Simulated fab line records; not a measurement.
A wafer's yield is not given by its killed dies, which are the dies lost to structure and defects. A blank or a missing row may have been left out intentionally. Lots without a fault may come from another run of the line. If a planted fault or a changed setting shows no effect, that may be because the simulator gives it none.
fab line records	flow n5_finfet
record: lots: 7	wafers: 39
route steps=1938 shown PMOS_HMC_CHANNEL_EPI@78 DUMMY_GATE@237 MOL_CONTACT_COAG@559
start_h: start of the lot's first displayed wafer, in hours after the record's first day	wait_h: hours elapsed since this lot's preceding step	" same as the row above	L1.1+2: several wafers, shown together as one row	- no value, or no start was given	* or withheld: withheld	< > ~ a bound
route shown NAME@n: a module of which the file shows steps, and the number in the route of the first	usual: the fault-free wafers' mean and standard deviation	same: alike in all rows	chamber/n: place in a boat	sites: each site's reading	_std_site: how widely they spread, as a standard deviation	_edge_site: the outer-site mean with the inner-site mean subtracted	radius_mm: how far each site lies from the wafer's centre	mask NAME#n: copy n	behind: the tool/chamber that last shaped the wafer	hold: reason for holding the lot/hours on hold/outcome of the hold	device: transistor that didn't switch, given as n, p or np	end of line: tests of these same wafers at the route's end	for a step that has no rows: nothing shown but its recipe	killed: dies lost to structure and defects at the first sort, not the wafer's yield	map: dies across one wafer; x = killed, . = not, _ = none there
set.NAME: setting as actually run; set.NAME@STEP: the setting as run at that earlier step	model.NAME: the simulator's own value behind a step, which no gauge read
lots whose settings were changed on purpose; a table a step, a row a wafer
== steps ==
step: N5_PMOS_HMC_CHANNEL_EPI_EPI_20
recipe: material: SiGe30	mask_material: SiO2	pressure_torr: 20	target_thk_a: 590	temp_c: 600
lot.wafer	tool	chamber	start_h	wait_h	set.pressure_torr	model.SiGe30_of_PMOS_HMC_CHANNEL_EPI_EPI_20.thk_nm
L074.1	epi_rpcvd-01	0	18.26	0.0	17.5	55.8
L074.2	"	0	"	"	17.5	55.86
L074.3	"	0	"	"	17.5	56.46
L074.4	"	0	"	"	17.5	55.65
L074.5	"	0	"	"	17.5	56.94
L074.6	"	0	"	"	17.5	56.28
L075.2	epi_rpcvd-04	0	24.11	0.3	20	58.68
L075.3	"	0	"	"	20	59.42
L075.6	"	0	"	"	20	58.77
L078.1	epi_rpcvd-04	0	42.24	0.0	20	59.15
L078.2	"	0	"	"	20	59.45
L078.3	"	0	"	"	20	59.81
L078.4	"	0	"	"	20	58.93
L078.5	"	0	"	"	20	59.63
L078.6	"	0	"	"	20	59.1
L082.1	epi_rpcvd-01	0	67.13	0.0	18.33	56.89
L082.2	"	0	"	"	18.33	56.43
L082.3	"	0	"	"	18.33	56.21
L082.4	"	0	"	"	18.33	56.6
L082.5	"	0	"	"	18.33	56.96
L082.6	"	0	"	"	18.33	55.84
L083.1	epi_rpcvd-03	0	72.33	0.0	17.86	54.49
L083.2	"	0	"	"	17.86	54.35
L083.3	"	0	"	"	17.86	54.5
L083.4	"	0	"	"	17.86	55.32
L083.5	"	0	"	"	17.86	54.41
L083.6	"	0	"	"	17.86	54.87
L096.1	epi_rpcvd-03	0	150.15	0.0	20	58.26
L096.2	"	0	"	"	20	58.04
L096.3	"	0	"	"	20	58.62
L096.4	"	0	"	"	20	58.42
L096.5	"	0	"	"	20	58.18
L096.6	"	0	"	"	20	58.35
L097.1	epi_rpcvd-04	0	158.67	0.0	17.52	55.69
L097.2+6	"	0	"	"	17.52	56.11
L097.3	"	0	"	"	17.52	55.4
L097.4	"	0	"	"	17.52	55.95
L097.5	"	0	"	"	17.52	54.75
step: N5_DUMMY_GATE_ETCH_37
recipe: chemistry: N2/H2	target: SOC	target_depth_a: 600	overetch_a: 300	temp_c: 40	ion_energy_ev: 200	pressure_mtorr: 30	source_w: 840	bias_w: 150	n2_flow_sccm: 200	h2_flow_sccm: 200
usual: rf_vpp_V: 524.7/1.8
lot.wafer	tool	chamber	start_h	wait_h	set.source_w	rf_vpp_V
L074.1	rie_diel-04	3	47.17	0.0	763.6	543.4
L074.2	"	0	"	"	763.6	541.7
L074.3	"	1	"	"	840	528.3
L074.4	"	2	"	"	840	521.6
L074.5	"	1	"	"	763.6	545.5
L074.6	"	0	"	"	840	527.1
L075.2	rie_diel-06	3	55.02	0.0	840	524.3
L075.3	"	1	"	"	840	526.0
L075.6	"	3	"	"	840	522.1
L078.1	rie_diel-04	1	71.66	0.0	735.5	549.9
L078.2	"	0	"	"	840	525.3
L078.3	"	3	"	"	735.5	547.9
L078.4	"	2	"	"	840	522.9
L078.5	"	3	"	"	840	525.9
L078.6	"	0	"	"	735.5	548.4
L082.1	rie_diel-04	0	97.58	0.0	840	525.6
L082.2	"	3	"	"	840	523.7
L082.3	"	1	"	"	707.1	557.3
L082.4	"	2	"	"	707.1	552.6
L082.5	"	2	"	"	840	521.0
L082.6	"	1	"	"	707.1	557.8
L083.1	rie_diel-04	0	101.62	0.0	955.4	503.3
L083.2	"	2	"	"	840	522.8
L083.3	"	1	"	"	840	525.3
L083.4	"	3	"	"	955.4	502.2
L083.5	"	0	"	"	840	526.0
L083.6	"	3	"	"	955.4	502.5
L096.1	rie_diel-06	2	181.36	0.0	773.8	538.6
L096.2	"	1	"	"	840	526.8
L096.3	"	0	"	"	840	522.1
L096.4	"	3	"	"	840	523.5
L096.5	"	3	"	"	773.8	535.9
L096.6	"	0	"	"	773.8	536.8
L097.1	rie_diel-06	1	188.72	0.0	840	525.9
L097.2	"	2	"	"	840	524.3
L097.3	"	0	"	"	840	524.6
L097.4	"	3	"	"	840	522.2
L097.5	"	2	"	"	840	524.4
L097.6	"	3	"	"	840	522.6
step: N5_DUMMY_GATE_ETCH_31
recipe: chemistry: C4F6/O2	target: SiO2	mask_material: SOC	target_depth_a: 825	time_s: 27.5	ion_energy_ev: 250	pressure_mtorr: 30	source_w: 345	bias_w: 185	Ar_flow_sccm: 300	C4F6_flow_sccm: 10	O2_flow_sccm: 10
lot.wafer	tool	chamber	start_h	wait_h	set.target_depth_a	model.etch.depth_nm	model.SOC_of_DUMMY_GATE_COAT_34.thk_nm
L074.1	rie_diel-04	2	47.50	0.0	825	83.73	52
L074.2	"	1	"	"	921.2	90.95	51.2
L074.3	"	3	"	"	921.2	92.35	51.2
L074.4	"	0	"	"	825	83.29	52
L074.5	"	2	"	"	921.2	93.38	51
L074.6	"	3	"	"	825	82.88	52
L075.2	rie_diel-06	2	55.30	0.0	825	81.17	51.8
L075.3	"	1	"	"	825	83.17	51.6
L075.6	"	0	"	"	825	81.05	51.8
L078.1	rie_diel-04	2	71.94	0.0	897.2	92.8	50.6
L078.2	"	0	"	"	825	84.15	51.4
L078.3	"	3	"	"	825	83.48	51.4
L078.4	"	1	"	"	825	82.55	51.6
L078.5	"	1	"	"	897.2	89.39	50.8
L078.6	"	2	"	"	897.2	92.96	50.6
L082.1	rie_diel-04	1	97.86	0.0	825	82.27	51.8
L082.2	"	2	"	"	931.8	95.95	50.2
L082.3	"	0	"	"	931.8	94.86	50.6
L082.4	"	3	"	"	825	83.16	51.4
L082.5	"	0	"	"	825	83.85	51.6
L082.6	"	1	"	"	931.8	92.64	50.8
L083.1	rie_diel-06	0	101.99	0.1	790.6	77.92	52.6
L083.2	"	2	"	"	825	82.14	52
L083.3	"	1	"	"	790.6	80.51	52.2
L083.4	"	3	"	"	825	82.68	51.8
L083.5	"	2	"	"	790.6	78.71	52.2
L083.6	"	3	"	"	825	82.33	52.2
L096.1	rie_diel-02	0	181.63	0.0	825	80.57	52.4
L096.2	"	3	"	"	721.5	70.23	53.2
L096.3	"	1	"	"	721.5	72	53.4
L096.4	"	2	"	"	825	83.23	52.2
L096.5	"	3	"	"	825	80.69	52.2
L096.6	"	0	"	"	721.5	70.32	53.4
L097.1	rie_diel-06	1	189.00	0.0	825	82.85	51.8
L097.2	"	2	"	"	752.5	75.17	52.4
L097.3	"	0	"	"	752.5	74.92	52.4
L097.4	"	3	"	"	825	84.26	51.4
L097.5	"	1	"	"	825	83.13	51.6
L097.6	"	2	"	"	752.5	74.86	52.4
step: N5_DUMMY_GATE_ETCH_42
recipe: chemistry: CHF3/O2	target: SiO2	target_depth_a: 35	time_s: 31	ion_energy_ev: 30	bias_w: 12	pressure_mtorr: 30	source_w: 600	Ar_flow_sccm: 200	CHF3_flow_sccm: 50	O2_flow_sccm: 5
usual: rf_vpp_V: 42.4/1
lot.wafer	tool	chamber	start_h	wait_h	set.bias_w	rf_vpp_V
L074.1	rie_diel-02	2	47.99	0.0	12	42.1
L074.2	"	3	"	"	12	43.8
L074.3	"	0	"	"	12	41.7
L074.4	"	1	"	"	12.69	44.0
L074.5	"	1	"	"	12.69	42.6
L074.6	"	2	"	"	12.69	45.6
L075.2	rie_diel-02	1	55.89	0.1	12	42.5
L075.3	"	2	"	"	12	41.6
L075.6	"	1	"	"	12	41.9
L078.1	rie_diel-06	2	72.43	0.0	12	43.5
L078.2	"	1	"	"	10.63	38.8
L078.3	"	0	"	"	10.63	38.7
L078.4	"	3	"	"	12	44.2
L078.5	"	3	"	"	10.63	37.8
L078.6	"	2	"	"	12	42.6
L082.1	rie_diel-02	3	98.54	0.2	12	41.7
L082.2	"	1	"	"	12	41.2
L082.3	"	0	"	"	12.75	43.3
L082.4	"	2	"	"	12.75	44.6
L082.5	"	1	"	"	12.75	44.9
L082.6	"	2	"	"	12	43.6
L083.1	rie_diel-02	3	102.50	0.1	12	43.3
L083.2	"	1	"	"	12	41.3
L083.3	"	2	"	"	12	42.7
L083.4	"	0	"	"	11.2	39.3
L083.5	"	2	"	"	11.2	40.5
L083.6	"	3	"	"	11.2	40.8
L096.1	rie_diel-02	3	182.25	0.2	12	42.1
L096.2	"	0	"	"	12	41.0
L096.3	"	2	"	"	13.16	46.0
L096.4	"	1	"	"	13.16	44.1
L096.5	"	1	"	"	13.16	45.7
L096.6	"	2	"	"	12	42.2
L097.1	rie_diel-06	2	189.49	0.0	12	42.5
L097.2	"	3	"	"	9.824	37.9
L097.3	"	1	"	"	12	43.8
L097.4	"	0	"	"	12	41.3
L097.5	"	2	"	"	9.824	36.4
L097.6	"	1	"	"	9.824	36.7
step: N5_MOL_CONTACT_COAG_ALD_27
recipe: material: SiOC	target_thk_a: 170	temp_c: 400	ald_precursor_family: carbosiloxane	ald_co_reactant: H2-plasma	pulse_time_s: 1.5	time_s: 2720	purge_time_s: 2	co_reactant_purge_time_s: 2	ald_cycles: 340	pressure_torr: 2
lot.wafer	tool	chamber	start_h	wait_h	set.time_s	model.SiOC_of_MOL_CONTACT_COAG_ALD_27.thk_nm
L074.1+5+6	ald_sin-02	0,3,0	96.02	0.0	2720	17
L074.2+3	"	1,3	"	"	2186	13.6
L074.4	"	2	"	"	2186	13.4
L075.2	ald_sin-02	2	102.97	0.0	2720	16.8
L075.3+6	"	0,3	"	"	2720	17
L078.1+5	ald_sin-02	2	121.41	0.0	2720	16.8
L078.2	"	0	"	"	2720	17
L078.3+4	"	3	"	"	3339	16.8
L078.6	"	0	"	"	3339	17
L082.1	ald_sin-04	0	143.96	0.2	2720	17.2
L082.2+3+4+5+6	"	3,2,1,3,0	"	"	2720	17
L083.1+3+4	ald_sin-04	2,1,0	148.05	0.0	2720	17
L083.2+6	"	3,2	"	"	2413	15
L083.5	"	3	"	"	2413	15.2
L096.1+2	ald_sin-03	3,1	228.99	0.1	2947	17.2
L096.3+5+6	"	0,3,0	"	"	2720	17
L096.4	"	2	"	"	2947	17
L097.1+2	ald_sin-03	2,0	236.01	0.0	2720	17
L097.3	"	1	"	"	2720	17.2
L097.4	"	3	"	"	2145	13.6
L097.5+6	"	1,2	"	"	2145	13.4
== key ==
split: step: N5_PMOS_HMC_CHANNEL_EPI_EPI_20	setting: pressure_torr	stated: 20	by: lot
response: step: N5_PMOS_HMC_CHANNEL_EPI_EPI_20	reading: model.SiGe30_of_PMOS_HMC_CHANNEL_EPI_EPI_20.thk_nm	change: +0.272	per: 1%	r: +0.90
split: step: N5_DUMMY_GATE_ETCH_37	setting: source_w	stated: 840	by: wafer
response: step: N5_DUMMY_GATE_ETCH_37	reading: rf_vpp_V	change: -1.87	per: 1%	r: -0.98
split: step: N5_DUMMY_GATE_ETCH_31	setting: target_depth_a	stated: 825	by: wafer
response: step: N5_DUMMY_GATE_ETCH_31	reading: model.etch.depth_nm	change: +0.864	per: 1%	r: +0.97
response: step: N5_DUMMY_GATE_ETCH_31	reading: model.SOC_of_DUMMY_GATE_COAT_34.thk_nm	change: -0.0834	per: 1%	r: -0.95
split: step: N5_DUMMY_GATE_ETCH_42	setting: bias_w	stated: 12	by: wafer
response: step: N5_DUMMY_GATE_ETCH_42	reading: rf_vpp_V	change: +0.341	per: 1%	r: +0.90
split: step: N5_MOL_CONTACT_COAG_ALD_27	setting: time_s	stated: 2720	by: wafer
response: step: N5_MOL_CONTACT_COAG_ALD_27	reading: model.SiOC_of_MOL_CONTACT_COAG_ALD_27.thk_nm	shape: bent	at_lowest: 13.47	at_stated: 16.99	at_highest: 16.87
